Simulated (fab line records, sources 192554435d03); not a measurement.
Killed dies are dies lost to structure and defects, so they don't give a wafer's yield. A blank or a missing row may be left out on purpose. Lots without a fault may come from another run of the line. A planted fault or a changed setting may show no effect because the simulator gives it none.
Chamber matching | flow n5_finfet | N5_BEOL_M11_CURE_72 on uv_cure-03: 3 sister chambers
The step cures SiCOH lowk, time 120 s. 3 wafers are shown with their chamber, then 12 later ones without.

WAFERS WITH THEIR CHAMBER
wafer  | chamber | wafer_temp_C_max
L081.6 | 0       | 372.2
L086.5 | 2       | 371.2
L091.6 | 1       | 371.9

WAFERS WITHOUT THEIR CHAMBER
wafer  | wafer_temp_C_max
L095.2 | 371.0
L095.5 | 371.0
L095.6 | 370.8
L093.2 | 372.2
L093.4 | 371.7
L093.6 | 372.6
L096.2 | 371.9
L096.5 | 372.0
L096.6 | 372.0
L094.1 | 371.4
L094.3 | 371.4
L094.4 | 371.2

WHICH CHAMBER EACH WENT THROUGH
wafer  | from the rows above          | in truth
L095.2 | 2                            | 2
L095.5 | 2                            | 2
L095.6 | 2                            | 2
L093.2 | can't be placed: 0 or 1      | 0
L093.4 | can't be placed: 1 or 0 or 2 | 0
L093.6 | can't be placed: 0 or 1      | 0
L096.2 | can't be placed: 1 or 0      | 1
L096.5 | can't be placed: 1 or 0      | 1
L096.6 | can't be placed: 1 or 0      | 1
L094.1 | can't be placed: 2 or 1      | 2
L094.3 | can't be placed: 2 or 1      | 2
L094.4 | 2                            | 2
Placed correctly: 4 of 12. Can't be placed from these rows: 8 (the true chamber is among the candidates in 8). Placed wrongly: 0.
How it was worked out, from the rows above alone: a wafer's distance from a chamber is the root of the sum, over the readings, of the square of ((its reading less the chamber's mean) divided by the reading's scatter). The wafer belongs to the nearest chamber; if the next one is less than 2 further off, it can't be placed. A chamber's mean is the mean of its shown wafers. The scatter: with one shown wafer a chamber, the root of the mean of the squares of how far each hidden wafer lies from its nearest shown one.
